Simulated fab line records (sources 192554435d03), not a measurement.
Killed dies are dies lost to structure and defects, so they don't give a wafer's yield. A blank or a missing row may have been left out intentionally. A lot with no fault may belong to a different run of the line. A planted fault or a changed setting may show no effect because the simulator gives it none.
The tool behind it: which one? -- flow n5_finfet -- 11 lots with 33 wafers sampled at 4 steps, on a route of 1938 steps

WHAT THE GAUGES SHOWED, per wafer
N5_BEOL_M15_RS_MEAS_54: measures by four-point-probe. Usual: M15_RS gives 0.0217 ohm/sq (standard deviation 0.0004).
lot,measured,on,M15_RS (ohm/sq),flag
L712,day 11 15:37,film_metro-01,0.0218 0.0217 0.0215,
L714,day 12 16:28,film_metro-01,0.0216 0.0220 0.0221,
L715,day 12 17:34,film_metro-02,0.0214 0.0212 0.0216,
L716,day 13 00:53,film_metro-01,0.0212 0.0218 0.0218,
L719,day 13 17:21,film_metro-02,0.0226 0.0221 0.0224,
L720,day 13 22:31,film_metro-02,0.0220 0.0221 0.0224,
L722,day 14 11:35,film_metro-02,0.0213 0.0213 0.0213,
L723,day 14 12:32,film_metro-02,0.0220 0.0222 0.0219,
L724,day 14 19:03,film_metro-01,0.0222 0.0220 0.0216,
L725,day 15 15:58,film_metro-02,0.0219 0.0218 0.0208,
L730,day 16 08:30,film_metro-02,0.0209 0.0216 0.0222,

N5_MIM_BOT_LITHO_CD_MEAS_08: the cd target is 3000 nm. Usual: 3000.6 nm for cd_nm, sd 2.1.
lot,measured,on,cd_nm (nm),flag
L712,day 11 22:46,cd_sem-01,3004.5 3003.4 3003.9,
L714,day 12 21:11,cd_sem-01,2996.7 3000.4 2997.0,
L715,day 12 21:35,cd_sem-01,3004.4 3002.3 3004.3,
L716,day 13 05:28,cd_sem-03,2996.1 2997.6 3001.3,
L719,day 13 23:00,cd_sem-01,3001.3 3001.4 3000.2,
L720,day 14 04:38,cd_sem-03,3000.8 3003.2 2999.5,
L722,day 14 17:37,cd_sem-02,3001.3 3001.0 3001.9,
L723,day 14 18:09,cd_sem-03,3001.8 3001.9 3000.2,
L724,day 15 01:05,cd_sem-02,3003.7 3002.5 3003.2,
L725,day 15 19:52,cd_sem-02,3001.0 2999.5 2999.9,
L730,day 16 13:07,cd_sem-02,3002.2 3002.9 3004.1,

WHAT TOOL EACH LOT RAN ON (gives the tool, then ch and the chambers of the sampled wafers, and finally the start)
lot,N5_MIM_TOP_ALD_00,N5_MIM_TOP_ETCH_STRIP_01
L712,"ald_hk-02 ch 1,2, day 11 17:20","rie_diel-02 ch 0,1,3, day 11 22:22"
L714,"ald_hk-03 ch 2,3, day 12 19:11","rie_diel-04 ch 0,3, day 12 20:46"
L715,"ald_hk-02 ch 0,1,2, day 12 19:29","rie_diel-02 ch 1,2,3, day 12 21:10"
L716,"ald_hk-01 ch 1,2, day 13 03:20","rie_diel-03 ch 0,2,3, day 13 05:01"
L719,"ald_hk-02 ch 1,2,3, day 13 18:40","rie_diel-02 ch 1,2,3, day 13 22:28"
L720,"ald_hk-01 ch 0,2,3, day 14 02:07","rie_diel-03 ch 0,1,3, day 14 04:06"
L722,"ald_hk-01 ch 1,2,3, day 14 13:32","rie_diel-02 ch 1,2,3, day 14 17:04"
L723,"ald_hk-02 ch 0,1,2, day 14 16:10","rie_diel-02 ch 0,1, day 14 17:43"
L724,"ald_hk-02 ch 1,2, day 14 20:37","rie_diel-02 ch 1,2, day 15 00:32"
L725,"ald_hk-03 ch 1,2,3, day 15 17:56","rie_diel-02 ch 1,2,3, day 15 19:26"
L730,"ald_hk-02 ch 0,1,2, day 16 10:43","rie_diel-02 ch 1,2,3, day 16 12:34"
- N5_MIM_TOP_ALD_00: deposits Al2O3, purge time 3 s, co reactant pulse time 3 s.
- N5_MIM_TOP_ETCH_STRIP_01: strips in O2.

WHAT THE TOOLS THEMSELVES READ (means of the sampled wafers that have a number; where no wafer has one, the mark that the record gives instead)
N5_MIM_TOP_ALD_00. Usual: 1.004 for precursor_pulse_height_rel, sd 0.019.
lot,tool,precursor_pulse_height_rel,flag
L712,ald_hk-02,0.999,
L714,ald_hk-03,1.010,
L715,ald_hk-02,1.000,
L716,ald_hk-01,1.016,
L719,ald_hk-02,1.007,
L720,ald_hk-01,1.009,
L722,ald_hk-01,1.008,
L723,ald_hk-02,1.007,
L724,ald_hk-02,0.990,
L725,ald_hk-03,1.010,
L730,ald_hk-02,1.009,

N5_MIM_TOP_ETCH_STRIP_01. Usual: value, then standard deviation, for each; drypump_motor_current_A 5.8 A / 0.53; o2_flow_sccm 225.0 sccm / 0.61; oes_product_au 0.78 a.u. / 0.075; rf_vpp_V 3.7 V / 1.5; showerhead_plenum_p_Torr 2.11 Torr / 0.064; temp_c 60.00 C / 0.13; throttle_valve_pct 16.6 % / 0.34.
lot,tool,drypump_motor_current_A (A),o2_flow_sccm (sccm),oes_product_au (a.u.),rf_vpp_V (V),showerhead_plenum_p_Torr (Torr),temp_c (C),throttle_valve_pct (%),flag
L712,rie_diel-02,5.7,225.2,0.78,2.8,2.12,60.00,16.6,
L714,rie_diel-04,5.6,224.9,0.79,3.4,2.10,60.18,16.8,
L715,rie_diel-02,6.2,225.2,0.85,2.4,2.14,60.01,16.3,
L716,rie_diel-03,5.5,225.0,0.78,4.8,2.14,59.94,16.7,
L719,rie_diel-02,6.2,225.3,0.83,3.4,2.14,59.93,16.3,
L720,rie_diel-03,5.8,224.7,0.75,1.9,2.10,59.93,16.7,
L722,rie_diel-02,6.2,225.3,0.82,4.5,2.13,59.98,16.3,
L723,rie_diel-02,5.3,224.7,0.74,4.8,2.08,59.95,16.6,
L724,rie_diel-02,5.8,225.3,0.80,4.6,2.09,59.91,16.2,
L725,rie_diel-02,6.2,224.6,0.82,3.6,2.13,60.03,16.3,
L730,rie_diel-02,6.2,224.9,0.81,3.9,2.13,60.29,16.4,

THE ANSWER, worked out from the rows above alone
Rule: a lot counts as off when the mean over its wafers that have a number is more than 3 standard deviations away from the usual mean. A lot without any number at a reading at which 4 lots or more have one is off too. The other lots that the step has rows for count as sound. First the gauges in route order, then the tools' own readings, where a lot's mean is used as printed above. The first step at which some lot is off is used, and at that step the reading that is off furthest; a lot without a number counts as furthest.
No lot is off on any of the readings shown, so nothing can be concluded from this.

WHAT THE SIMULATOR PUT IN
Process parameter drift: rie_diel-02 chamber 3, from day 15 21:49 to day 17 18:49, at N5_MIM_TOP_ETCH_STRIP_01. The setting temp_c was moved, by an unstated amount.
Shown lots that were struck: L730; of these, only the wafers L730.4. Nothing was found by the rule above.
